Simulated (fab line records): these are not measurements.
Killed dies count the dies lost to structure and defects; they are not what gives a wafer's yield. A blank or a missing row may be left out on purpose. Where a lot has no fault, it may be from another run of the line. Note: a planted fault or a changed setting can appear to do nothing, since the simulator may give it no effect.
fab line records | flow nand_harc
[record] lots = 6 wafers = 18 last_day = 33
route steps=1302 shown A_SGD_CUT@910 A_SLIT@922
lots that met no fault: from a run of the same line without faults
start_h: hours from the record's first day to the start of the lot's first wafer shown | wait_h: how many hours have passed since the lot's step before this one | " unchanged from the row above | L1.1+2: a single row standing in for several wafers | - no value, or no start given | * or withheld: withheld | < > ~ a bound
route shown NAME@n: names a module that has steps shown in the file, with the first one's number in the route | usual: mean/standard deviation of fault-free wafers | same: alike in all rows | chamber/n: place in a boat | sites: the reading at each site | _std_site: the values' standard deviation | _edge_site: outer sites' mean less inner sites' | radius_mm: for every site, how far away it sits from the centre of the wafer | mask NAME#n: copy n | behind: tool/chamber where the wafer was last shaped | hold: why the lot was held/for how many hours/how that ended | device: the transistor (n, p or np) that didn't switch | end of line: the same wafers' tests at the end of the route | a step given without rows: its recipe and nothing more | killed: the dies lost at the first sort to structure and to defects; this is not the yield of the wafer | map: a wafer's dies, x killed, . not, _ none there
set.NAME: the setting that was run; set.NAME@STEP: the one run at that earlier step | model.NAME: the simulator's own value behind a step, which no gauge read
a table for each step, a row for each wafer; lots at some steps of the route
services: the hour from which a tool's chamber was out of use, counted from the record's first day as start_h (under 0 if before that day), plus the number of hours and why
[[steps]]
[step NHARC_A_SGD_CUT_STRIP_17]
[recipe] o2_flow_sccm = 500 ar_flow_sccm = 0 bias_w = 0 chemistry = O2
[usual] drypump_motor_current_A = 5.7/0.31 oes_product_au = 1.001/0.015 rf_vpp_V = 57.8/0.82 showerhead_plenum_p_Torr = 3.55/0.13 throttle_valve_pct = 17.036/0.0089
// columns lot.wafer tool chamber start_h wait_h drypump_motor_current_A oes_product_au rf_hours_counter_h rf_vpp_V showerhead_plenum_p_Torr throttle_valve_pct
L869.1 rie_diel-11 3 - - 6.1 1.025 0.7 57.8 3.58 17.039
L869.2 " 1 " " 6.4 1.001 0.5 57.5 3.51 17.025
L869.3 " 2 " " 5.4 1.008 0.4 57.5 3.72 17.028
L880.3 rie_diel-08 0 - - 5.5 1.017 0.9 56.5 3.46 17.037
L880.2 " 1 " " 5.7 0.998 0.8 56.7 3.40 17.042
L880.4 " 2 " " 5.8 0.975 0.7 58.1 3.78 17.061
L881.2 rie_diel-01 3 - - 6.0 1.004 0.8 60.7 3.74 17.027
L881.6 " 3 " " 6.0 1.010 - 58.0 3.74 17.053
L881.5 " 0 " " 6.0 0.985 - 59.9 3.49 17.034
L888.1 rie_diel-01 1 - - 5.4 1.022 4.0 57.8 3.59 17.048
L888.2 " 2 " " 5.6 0.969 4.3 57.4 3.50 17.032
L888.6 " 1 " " 5.3 1.025 - 57.8 3.59 17.030
L889.1 rie_diel-11 1 - - 6.3 0.993 4.6 56.4 3.50 17.039
L889.4 " 2 " " 5.4 1.005 4.4 59.4 3.71 17.036
L889.6 " 1 " " 6.3 0.979 - 57.7 3.50 17.046
L890.1 rie_diel-11 1 - - 6.3 0.995 5.3 58.0 3.50 17.028
L890.4 " 3 " " 6.2 1.028 5.1 57.2 3.57 17.047
L890.6 " 0 " " 5.4 1.001 - 58.5 3.42 17.050
[step NHARC_A_SGD_CUT_PRECLEAN_18]
[recipe] time_s = * temp_c = 50 bath_age_min = 0 chemistry = SC1
[step NHARC_A_SGD_CUT_SRD_19]
[step NHARC_A_SGD_CUT_DEP_20]
[recipe] target_thk_a = 1500 temp_c = 65 material = SiO2
[step NHARC_A_SGD_CUT_ANNEAL_27]
[recipe] temp_c = 450 time_s = 1800
[step NHARC_A_SGD_CUT_CMP_21]
[recipe] target_thk_nm = 148.19
[usual] motor_current_A = 11.9/1.1 time_to_endpoint_s = 50/3.8
// columns lot.wafer tool chamber start_h wait_h motor_current_A time_to_endpoint_s
L869.1 cmp-03 0 453.56 0.4 10.9 54
L869.2 " 2 " " 12.1 50
L869.3 " 3 " " 12.1 51
L880.3 cmp-04 3 570.12 0.4 13.2 48
L880.2 " 0 " " 13.9 57
L880.4 " 1 " " 10.7 50
L881.2 cmp-04 2 581.06 0.4 10.6 54
L881.6 " 1 " " 11.0 55
L881.5 " 2 " " 10.9 57
L888.2 cmp-01 3 664.10 0.4 12.2 47
L888.1 " 2 " " 10.1 52
L888.6 " 0 " " 12.5 51
L889.1 cmp-04 1 664.26 0.5 11.1 47
L889.4 " 2 " " 11.1 44
L889.6 " 3 " " 12.7 43
L890.4 cmp-01 2 675.45 0.4 10.1 52
L890.1 " 0 " " 13.0 50
L890.6 " 3 " " 11.6 51
[step NHARC_A_SGD_CUT_THK_MEAS_22]
[recipe] thk_meas_gauge = ellipsometry
[usual] thk_nm = 148.0/1.5
// columns lot.wafer tool chamber start_h wait_h thk_nm
L869.1 film_metro-02 - 453.82 0.2 148.6
L869.2 " - " " 149.0
L869.3 " - " " 145.2
L880.2 film_metro-02 - 570.35 0.2 150.7
L880.3 " - " " 148.0
L880.4 " - " " 148.5
L881.2 film_metro-02 - 581.29 0.2 151.1
L881.5 " - " " 148.1
L881.6 " - " " 148.7
L888.1 film_metro-02 - 664.35 0.2 148.2
L888.2 " - " " 147.8
L888.6 " - " " 148.0
L889.1 film_metro-01 - 664.46 0.2 149.2
L889.4 " - " " 146.9
L889.6 " - " " 145.1
L890.1 film_metro-01 - 675.71 0.2 147.9
L890.4 " - " " 148.5
L890.6 " - " " 147.8
[step NHARC_A_SGD_CUT_SRD_23]
[step NHARC_A_SGD_CUT_ETCH_26]
[recipe] target_depth_a = 458 chemistry = dHF material = SiO2
[step NHARC_A_SGD_CUT_ETCHBACK_24]
[recipe] target_depth_a = 500 over_etch_frac = 0.3 time_s = 92.857 ion_energy_ev = 120 ch3f_flow_sccm = 50 o2_flow_sccm = 30 ar_flow_sccm = 200 rf_w = 500 bias_w = 100 chemistry = CH3F/O2
[usual] drypump_motor_current_A = 5.7/0.33 oes_product_au = 0.97/0.037 rf_vpp_V = 244.4/1.6 showerhead_plenum_p_Torr = 2.48/0.088 throttle_valve_pct = 20.664/0.0092
// columns lot.wafer tool chamber start_h wait_h drypump_motor_current_A oes_product_au rf_hours_counter_h rf_vpp_V showerhead_plenum_p_Torr throttle_valve_pct
L869.1 rie_diel-11 0 454.04 0.1 5.3 0.93 1.4 244.4 2.39 20.668
L869.2 " 1 " " 6.3 0.93 1.0 244.1 2.44 20.641
L869.3 " 3 " " 6.1 0.93 1.3 245.2 2.50 20.651
L880.3 rie_diel-01 1 570.58 0.1 5.3 1.01 0.0 244.8 2.51 20.674
L880.2 " 3 " " 6.0 1.00 0.0 247.2 2.61 20.666
L880.4 " 0 " " 6.0 0.98 0.0 243.5 2.43 20.656
L881.2 rie_diel-08 3 581.56 0.2 5.6 0.96 1.7 244.2 2.36 20.666
L881.5 " 0 " " 5.5 1.00 - 242.9 2.41 20.652
L881.6 " 1 " " 5.7 0.95 - 243.9 2.36 20.654
L888.2 rie_diel-11 0 664.59 0.2 5.3 1.00 5.0 244.2 2.38 20.669
L888.1 " 1 " " 6.3 0.99 4.9 244.1 2.44 20.667
L888.6 " 3 " " 6.1 1.03 - 245.3 2.49 20.647
L889.1 rie_diel-08 3 664.70 0.2 5.6 1.02 5.9 242.4 2.36 20.654
L889.4 " 0 " " 5.5 1.01 5.7 242.5 2.40 20.672
L889.6 " 2 " " 5.8 1.00 - 247.2 2.64 20.667
L890.1 rie_diel-01 3 675.94 0.2 6.0 0.99 5.0 246.2 2.61 20.665
L890.4 " 2 " " 5.6 0.97 5.3 244.4 2.43 20.663
L890.6 " 0 " " 6.1 0.97 - 244.0 2.43 20.673
[step NHARC_A_SGD_CUT_STRIP_28]
[recipe] time_s = 20 o2_flow_sccm = 500 ar_flow_sccm = 0 bias_w = 0 chemistry = O2
[usual] drypump_motor_current_A = 5.7/0.33 oes_product_au = 1.001/0.017 rf_vpp_V = 57.9/0.94 showerhead_plenum_p_Torr = 3.55/0.12 throttle_valve_pct = 17.036/0.0085
// columns lot.wafer tool chamber start_h wait_h drypump_motor_current_A oes_product_au rf_hours_counter_h rf_vpp_V showerhead_plenum_p_Torr throttle_valve_pct
L869.2 rie_diel-11 2 - - 5.4 1.013 0.8 59.0 3.72 17.031
L869.3 " 3 " " 6.1 1.008 1.3 57.3 3.58 17.027
L869.1 " 0 " " 5.4 0.988 1.4 57.9 3.43 17.038
L880.2 rie_diel-01 3 - - 6.0 1.003 0.0 58.6 3.74 17.030
L880.3 " 0 " " 6.0 0.989 0.0 57.5 3.49 17.031
L880.4 " 1 " " 5.4 1.001 0.1 56.8 3.60 17.042
L881.2 rie_diel-08 3 - - 5.6 1.013 1.7 59.3 3.39 17.043
L881.6 " 3 " " 5.6 1.007 - 55.7 3.39 17.047
L881.5 " 0 " " 5.5 1.020 - 56.9 3.45 17.038
L888.2 rie_diel-11 0 - - 5.4 1.016 5.0 56.3 3.42 17.015
L888.1 " 2 " " 5.4 0.989 4.7 59.1 3.71 17.023
L888.6 " 0 " " 5.4 1.013 - 58.0 3.42 17.030
L889.1 rie_diel-08 1 - - 5.6 0.993 6.4 57.7 3.39 17.035
L889.4 " 3 " " 5.6 1.020 5.9 55.7 3.39 17.042
L889.6 " 1 " " 5.7 1.009 - 57.9 3.39 17.038
L890.4 rie_diel-01 3 - - 6.0 0.983 5.1 59.2 3.74 17.034
L890.1 " 0 " " 6.0 0.968 5.3 58.4 3.49 17.027
L890.6 " 2 " " 5.6 0.960 - 56.9 3.49 17.044
[step NHARC_A_SGD_CUT_INSPECT_25]
[usual] raw_defect_count = 393/86
// columns lot.wafer tool chamber start_h wait_h raw_defect_count
L869.1 defect_inspect-02 - 454.28 - 560
L869.2 " - " " 533
L869.3 " - " " 443
L880.2 defect_inspect-01 - 570.82 - 238
L880.3 " - " " 264
L880.4 " - " " 332
L881.2 defect_inspect-01 - 581.76 - 389
L881.5 " - " " 337
L881.6 " - " " 540
L888.1 defect_inspect-02 - 664.81 - 489
L888.2 " - " " 462
L888.6 " - " " 317
L889.1 defect_inspect-01 - 664.93 - 506
L889.4 " - " " 436
L889.6 " - " " 566
L890.1 defect_inspect-01 - 676.18 - 327
L890.4 " - " " 343
L890.6 " - " " 321
[step NHARC_A_SLIT_DEP_25]
[recipe] target_thk_a = 2000 temp_c = 400 pressure_torr = 6.5 rf_w = 900 teos_flow_sccm = 161.4 flow_sccm = 2650 target_thk_nm = 200 gas = O2 material = SiO2
[usual] heater_power_w = 573/110 rf_fwd_power_W = 897.6/2.8 throttle_valve_pct = 15.6/0.73
// columns lot.wafer tool chamber start_h wait_h heater_power_w rf_fwd_power_W throttle_valve_pct
L869.1 pecvd-03 1 454.35 0.1 685 895.5 16.5
L869.2 " 2 " " 494 896.8 16.2
L869.3 " 0 " " 626 897.8 16.2
L880.3 pecvd-02 0 570.89 0.1 421 1044.4 15.4
L880.2 " 1 " " 751 1044.6 15.4
L880.4 " 0 " " 440 1046.2 15.5
L881.2 pecvd-02 1 581.94 0.2 726 1041.6 15.2
L881.5 " 1 " " 752 1043.7 15.3
L881.6 " 1 " " 765 1047.7 15.4
L888.1 pecvd-04 2 664.88 0.1 687 898.5 15.9
L888.2 " 0 " " 445 893.9 16.8
L888.6 " 2 " " 693 897.0 15.8
L889.1 pecvd-02 1 665.07 0.1 778 900.6 15.0
L889.4 " 2 " " 501 900.5 14.7
L889.6 " 1 " " 792 897.0 14.6
L890.1 pecvd-02 1 676.50 0.3 785 899.5 14.9
L890.6 " 0 " " 449 898.6 15.3
L890.4 " 2 " " 542 895.0 14.9
[step NHARC_A_SLIT_DEP_00]
[recipe] target_thk_a = 62000 temp_c = 400 material = aC
[usual] throttle_valve_pct = 35.000/0.0086
// columns lot.wafer tool chamber start_h wait_h throttle_valve_pct
L869.1 acl_dep-01 0 456.31 - 34.992
L869.2 " 0 " " 35.004
L869.3 " 0 " " 34.982
L880.2 acl_dep-01 0 573.10 - 34.995
L880.3 " 0 " " 34.996
L880.4 " 0 " " 34.989
L881.2 acl_dep-02 0 584.32 2.3 35.002
L881.5 " 0 586.21 3.8 35.004
L881.6 " 0 " " 34.996
L888.1 acl_dep-03 0 665.22 - 35.001
L888.2 " 0 " " 35.003
L888.6 " 0 668.42 - 34.985
L889.1 acl_dep-02 0 665.43 - 34.999
L889.4 " 0 667.28 - 34.995
L889.6 " 0 668.52 - 34.988
L890.1 acl_dep-01 0 680.93 - 35.011
L890.4 " 0 682.80 - 35.010
L890.6 " 0 684.05 - 35.012
[[services]]
// columns tool chamber start_h hours kind
rie_diel-11 - 432.52 9.0 pm
rie_diel-11 3 447.01 1.8 repair
cmp-04 - 448.23 10.1 repair
rie_diel-08 1 450.58 12.8 repair
cmp-04 - 472.95 1.7 repair
cmp-04 - 487.63 4.1 repair
rie_diel-11 3 500.99 14.3 repair
cmp-04 - 502.21 1.4 repair
cmp-04 - 503.62 4.0 pm
rie_diel-08 - 545.12 9.0 pm
acl_dep-01 - 554.61 13.0 pm
cmp-04 - 556.49 1.2 repair
rie_diel-01 - 557.93 9.0 pm
pecvd-02 0 579.84 6.1 repair
rie_diel-01 1 586.07 6.8 repair
pecvd-02 - 589.41 13.0 pm
cmp-04 - 601.62 4.0 pm
rie_diel-11 - 609.83 9.0 pm
rie_diel-01 3 616.09 7.3 repair
cmp-04 - 617.58 3.8 repair
pecvd-02 1 640.90 2.6 repair
rie_diel-08 2 643.10 1.5 repair
pecvd-02 0 659.15 5.8 repair
pecvd-02 - 673.99 1.5 repair
[[key]]
[first_sign] step = NHARC_A_SLIT_DEP_25 reading = rf_fwd_power_W direction = up sigmas = 53 usual = * struck = *
effect none on later readings
met_at NHARC_A_SLIT_DEP_25
struck_wafers L880.2,L880.3,L880.4,L881.2,L881.5,L881.6
tester_left_out L880,L881
[fault] kind = process_parameter_drift tool = pecvd-02 chamber = - onset_h = 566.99 steps = NHARC_A_SLIT_DEP_25 channel = rf_w offset = * shape = step end_h = 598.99 acts_in = * stated = *
// tester_left_out: of these lots the tester's yield and bins aren't shown, on N5 and GAA mostly nor the transistor test; their killed dies are dies lost to structure and defects alone, not to doping, threshold or leakage, so they don't give the yield
